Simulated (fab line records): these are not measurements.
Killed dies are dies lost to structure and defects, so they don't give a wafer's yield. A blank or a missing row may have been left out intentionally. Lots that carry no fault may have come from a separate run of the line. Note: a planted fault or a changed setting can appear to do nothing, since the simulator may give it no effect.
What tool caused it? ; flow nand harc ; 13 lots, 39 wafers sampled, at 5 steps of a route of 1159

WHAT THE GAUGES READ, wafer by wafer
NHARC_END_SORT_01. Usual: killed at array 28, standard deviation 11; killed at other 0.7, standard deviation 0.88; killed at periphery 3.1, standard deviation 2.2; killed dies 31, standard deviation 12; killed open 3.3, standard deviation 2; killed short 2.0, standard deviation 1.6.
lot;measured;on;killed at array;killed at other;killed at periphery;killed dies;killed open;killed short;flag
L108;day 20 19:28;prober-01;16 20 15;2 0 1;3 50 4;21 70 20;7 1 5;1 1 0;OFF
L110;day 21 07:41;prober-02;16 23 28;1 1 1;4 51 1;21 75 30;1 1 4;0 2 1;OFF

EACH LOT AND THE TOOL THAT RAN IT (in order: tool; ch and the chambers of the sampled wafers; start)
lot;NHARC_P_CONTACT_PRE_CLEAN_39;NHARC_THIN_TSV_DEGAS_53;NHARC_THIN_TSV_DESCUM_35;NHARC_THIN_TSV_ETCH_36
L102;pvd sputter-02, day 5 17:14;pvd sputter-01, day 19 00:59;rie diel-06 ch 0,2,3, day 19 02:17;rie metal-01 ch 0,1, day 19 02:41
L105;pvd sputter-01, day 6 10:16;pvd sputter-03, day 19 05:35;rie diel-10 ch 2,3, day 19 06:53;rie metal-02 ch 0,1, day 19 07:17
L104;pvd sputter-01, day 6 10:44;pvd sputter-03, day 19 09:26;rie diel-06 ch 0,1,2, day 19 10:45;rie metal-01 ch 0,1, day 19 11:08
L106;pvd sputter-03, day 6 18:54;pvd sputter-03, day 19 16:41;rie diel-10 ch 0,2,3, day 19 18:01;rie metal-03 ch 0,1, day 19 18:22
L107;pvd sputter-01, day 6 19:53;pvd sputter-03, day 19 10:57;rie diel-06 ch 1,2, day 19 12:08;rie metal-02 ch 0,1, day 19 12:30
L108;pvd sputter-01, day 6 20:28;pvd sputter-02, day 20 03:03;rie diel-06 ch 0,1,2, day 20 04:31;rie metal-01 ch 0,1, day 20 04:52
L110;pvd sputter-01, day 7 13:39;pvd sputter-01, day 20 21:44;rie diel-10 ch 0,2,3, day 20 22:56;rie metal-01 ch 0,1, day 20 23:19
L119;pvd sputter-03, day 10 03:40;pvd sputter-02, day 23 17:34;rie diel-06 ch 0,2,3, day 23 18:52;rie metal-02 ch 0,1, day 23 19:16
L120;pvd sputter-01, day 10 04:05;pvd sputter-03, day 24 09:17;rie diel-10 ch 0,1,3, day 24 10:37;rie metal-02 ch 0,1, day 24 11:01
L122;pvd sputter-03, day 10 17:07;pvd sputter-01, day 24 10:20;rie diel-10 ch 0,1,3, day 24 11:38;rie metal-03 ch 0, day 24 12:03
L123;pvd sputter-02, day 11 00:21;pvd sputter-02, day 24 11:31;rie diel-03 ch 0,1,3, day 24 12:50;rie metal-03 ch 0,1, day 24 13:15
L124;pvd sputter-03, day 11 01:04;pvd sputter-03, day 24 12:58;rie diel-03 ch 0,1,2, day 24 14:16;rie metal-01 ch 0,1, day 24 14:40
L125;pvd sputter-02, day 11 01:23;pvd sputter-03, day 24 19:18;rie diel-10 ch 0,1,2, day 24 20:46;rie metal-03 ch 0,1, day 24 21:08
- NHARC_P_CONTACT_PRE_CLEAN_39: time 19.5 s.
- NHARC_THIN_TSV_DEGAS_53: time 60 s.
- NHARC_THIN_TSV_DESCUM_35: chemistry O2, time 3 s.
- NHARC_THIN_TSV_ETCH_36: etches the open film in Cl2/BCl3, target depth 65 nm, time 18.571 s.

AS READ BY THE TOOLS THEMSELVES (means over the sampled wafers that have a number; for cases with no such wafer, the mark the record gives instead)
NHARC_THIN_TSV_DEGAS_53. Usual: 468 W for heater power w, sd 47.
lot;tool;heater power w (W);flag
L102;pvd sputter-01;442;
L105;pvd sputter-03;471;
L104;pvd sputter-03;469;
L106;pvd sputter-03;497;
L107;pvd sputter-03;470;
L108;pvd sputter-02;478;
L110;pvd sputter-01;462;
L119;pvd sputter-02;441;
L120;pvd sputter-03;453;
L122;pvd sputter-01;469;
L123;pvd sputter-02;518;
L124;pvd sputter-03;479;
L125;pvd sputter-03;480;

NHARC_THIN_TSV_DESCUM_35. Usual: drypump motor current A 5.8 A, standard deviation 0.42; oes product au 1.002 a.u., standard deviation 0.014; rf vpp V 57.7 V, standard deviation 1; showerhead plenum p Torr 1.90 Torr, standard deviation 0.1; throttle valve pct 11.311 %, standard deviation 0.0099.
lot;tool;drypump motor current A (A);oes product au (a.u.);rf vpp V (V);showerhead plenum p Torr (Torr);throttle valve pct (%);flag
L102;rie diel-06;5.9;1.005;57.9;2.03;11.311;
L105;rie diel-10;5.6;0.983;57.3;1.85;11.303;
L104;rie diel-06;5.8;1.003;58.1;1.94;11.310;
L106;rie diel-10;5.4;1.001;56.0;1.81;11.316;
L107;rie diel-06;5.9;1.005;57.6;1.87;11.321;
L108;rie diel-06;5.7;1.008;58.8;1.94;11.317;
L110;rie diel-10;5.4;0.994;57.7;1.81;11.306;
L119;rie diel-06;5.9;0.992;57.5;2.02;11.300;
L120;rie diel-10;5.6;1.010;57.9;1.87;11.306;
L122;rie diel-10;5.6;1.006;58.1;1.87;11.307;
L123;rie diel-03;5.9;1.010;56.7;1.82;11.314;
L124;rie diel-03;5.8;1.005;57.4;1.87;11.310;
L125;rie diel-10;5.2;1.012;57.4;1.83;11.311;

NHARC_THIN_TSV_ETCH_36. Usual: drypump motor current A 6.13 A, standard deviation 0.24; oes product au 0.995 a.u., standard deviation 0.01.
lot;tool;drypump motor current A (A);oes product au (a.u.);flag
L102;rie metal-01;5.90;0.992;
L105;rie metal-02;6.00;1.003;
L104;rie metal-01;5.88;0.986;
L106;rie metal-03;6.36;0.997;
L107;rie metal-02;5.99;1.008;
L108;rie metal-01;5.91;0.988;
L110;rie metal-01;5.96;0.988;
L119;rie metal-02;6.12;1.005;
L120;rie metal-02;6.00;0.990;
L122;rie metal-03;6.27;0.988;
L123;rie metal-03;6.44;0.995;
L124;rie metal-01;5.90;0.998;
L125;rie metal-03;6.43;0.993;

THE ANSWER, worked out from the rows above alone
Rule: lot off if the mean of its wafers having a number is beyond 3 standard deviations from the usual mean. Also off: a lot with no number at a reading for which 4 or more lots have one. All remaining lots with rows at the step are treated as sound. First the gauges in route order, then the tools' own readings, where a lot's mean is used as printed above. The first step at which some lot is off is used, and at that step the reading that is off furthest; a lot without a number counts as furthest.
Off, at NHARC_END_SORT_01 on killed at periphery: L108, L110. Neither off nor sound, because the step has no rows for them: L102, L105, L104, L106, L107, L119, L120, L122, L123, L124, L125.
A tool fits if, at a process step before that reading, it ran every lot that is off, and no sound lot after the first of them. Gauges at NHARC_END_SORT_01: tried the same way as those tools. This does not decide it: 2 tools fit, namely pvd sputter-01 at NHARC_P_CONTACT_PRE_CLEAN_39 and rie metal-01 at NHARC_THIN_TSV_ETCH_36.

WHAT HAD BEEN PUT IN BY THE SIMULATOR
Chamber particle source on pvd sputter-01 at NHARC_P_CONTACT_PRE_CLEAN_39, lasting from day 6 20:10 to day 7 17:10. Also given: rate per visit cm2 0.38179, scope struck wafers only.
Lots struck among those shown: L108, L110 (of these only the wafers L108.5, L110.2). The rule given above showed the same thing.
